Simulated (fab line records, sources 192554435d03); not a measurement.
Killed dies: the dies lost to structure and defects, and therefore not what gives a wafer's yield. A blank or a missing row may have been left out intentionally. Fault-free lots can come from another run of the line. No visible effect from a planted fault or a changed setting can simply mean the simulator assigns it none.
2 desks, one fault	flow n5 finfet	what lay behind the numbers comes last; until then each desk has only its own

FOR THE TOOL OWNER'S DESK: cmp-03
The tool's own readings at N5_HKMG_FIN_CMP_94 (polishes, stops on SiNx, t overpolish 4.7 s, target thk 43.299 nm): means of the sampled wafers that have a number, for each lot that ran on this tool. The brackets show how far a lot's mean lies from the usual mean; more than 4 standard deviations puts the lot out of limits, marked OUT.
Columns: A = edge zone pressure frac at N5_HKMG_FIN_CMP_94, usual 1.000; B = head pressure psi at N5_HKMG_FIN_CMP_94, usual 4.000 psi; C = motor current A at N5_HKMG_FIN_CMP_94, usual 12.7 A
lot	first seen here	A	B	C
L278	day 5 00:13	0.993	3.998	12.7
L289	day 7 19:59	0.994	4.001	13.4
This desk's verdict: no lot among the 2 shows anything out of limits.

THE METROLOGY DESK
What the gauges read for every lot (on any tool): the sampled wafers with a number, averaged. The brackets show how far a lot's mean lies from the usual mean; more than 4 standard deviations puts the lot out of limits, marked OUT. Shown here are 7 of its 10 readings, the ones lying furthest out on some lot.
Columns: A = DIBL_N at N5_BEOL_M4_RC_MEAS_101, usual 36.5 mV/V; B = IOFF_N at N5_BEOL_M4_RC_MEAS_101, usual 0.16 nA/um; C = IOFF_P at N5_BEOL_M4_RC_MEAS_101, usual 0.21 nA/um; D = ION_N at N5_BEOL_M4_RC_MEAS_101, usual 672 uA/um; E = SS_N at N5_BEOL_M4_RC_MEAS_101, usual 71.6 mV/dec; F = VT_N at N5_BEOL_M4_RC_MEAS_101, usual 250 mV; G = VT_P at N5_BEOL_M4_RC_MEAS_101, usual -250.5 mV
lot	first seen here	A	B	C	D	E	F	G
L275	day 8 14:50	34.7	0.15	0.20	668	71.3	250	-250.4
L278	day 8 21:43	36.2	0.17	0.21	678	71.4	247	-249.8
L289	day 11 18:04	39.5	0.20	0.24	656	73.2	251	-250.0
L293	day 12 10:08	36.3	0.15	0.22	666	71.4	253	-248.2
L297	day 13 21:15	37.7	0.22	0.27	680	72.2	246	-245.9
This desk's verdict: no lot among the 5 shows anything out of limits.

TAKEN TOGETHER
The desk of the tool owner found nothing out of limits.
From the metrology desk's view, nothing was out of limits.

WHAT WAS PUT IN BY THE SIMULATOR
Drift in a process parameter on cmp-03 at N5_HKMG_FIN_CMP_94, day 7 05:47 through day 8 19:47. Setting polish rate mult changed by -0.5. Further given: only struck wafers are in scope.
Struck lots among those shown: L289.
